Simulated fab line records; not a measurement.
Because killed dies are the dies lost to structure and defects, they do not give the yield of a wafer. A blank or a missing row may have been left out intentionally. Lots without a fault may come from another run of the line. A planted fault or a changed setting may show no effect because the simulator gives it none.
Chamber matching || flow n5Finfet || N5_BEOL_M11_STRIP_67 on rieDiel-03: 4 sister chambers
The step strips in CF4. 4 wafers are shown with their chamber, then 8 later ones without.

== WAFERS, EACH WITH ITS CHAMBER ==
{"wafer": "L087.5", "chamber": 3, "drypumpMotorCurrentA (A)": 5.6}
{"wafer": "L087.6", "chamber": 2, "drypumpMotorCurrentA (A)": 5.5}
{"wafer": "L085.6", "chamber": 0, "drypumpMotorCurrentA (A)": 6.3}
{"wafer": "L086.1", "chamber": 1, "drypumpMotorCurrentA (A)": 6.0}

== WAFERS WITH NO CHAMBER GIVEN ==
{"wafer": "L086.2", "drypumpMotorCurrentA (A)": 5.5}
{"wafer": "L086.6", "drypumpMotorCurrentA (A)": 6.0}
{"wafer": "L090.1", "drypumpMotorCurrentA (A)": 5.6}
{"wafer": "L090.2", "drypumpMotorCurrentA (A)": 6.4}
{"wafer": "L090.4", "drypumpMotorCurrentA (A)": 6.0}
{"wafer": "L095.1", "drypumpMotorCurrentA (A)": 6.0}
{"wafer": "L095.2", "drypumpMotorCurrentA (A)": 5.4}
{"wafer": "L095.5", "drypumpMotorCurrentA (A)": 6.0}

== THE CHAMBER EACH PASSED THROUGH ==
{"wafer": "L086.2", "from the rows above": "can't be placed: 2 or 3", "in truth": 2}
{"wafer": "L086.6", "from the rows above": 1, "in truth": 1}
{"wafer": "L090.1", "from the rows above": "can't be placed: 3 or 2", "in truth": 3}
{"wafer": "L090.2", "from the rows above": 0, "in truth": 0}
{"wafer": "L090.4", "from the rows above": 1, "in truth": 1}
{"wafer": "L095.1", "from the rows above": 1, "in truth": 1}
{"wafer": "L095.2", "from the rows above": "can't be placed: 2 or 3", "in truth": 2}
{"wafer": "L095.5", "from the rows above": 1, "in truth": 1}
Placed correctly: 5 of 8. Cannot be placed on the basis of these rows: 3; the candidates contain the true chamber in 3. Number placed wrongly: 0.
How it was worked out, from the rows above alone: a wafer's distance from a chamber is the root of the sum, over the readings, of the square of ((its reading less the chamber's mean) divided by the reading's scatter). If the next closest chamber is less than 2 further off than the closest, the wafer can't be placed; otherwise it belongs to the closest. Each chamber's mean is taken over the wafers shown for it. The scatter (one wafer shown for each chamber): square how far every hidden wafer sits from the nearest shown wafer, average those squares and take the square root.
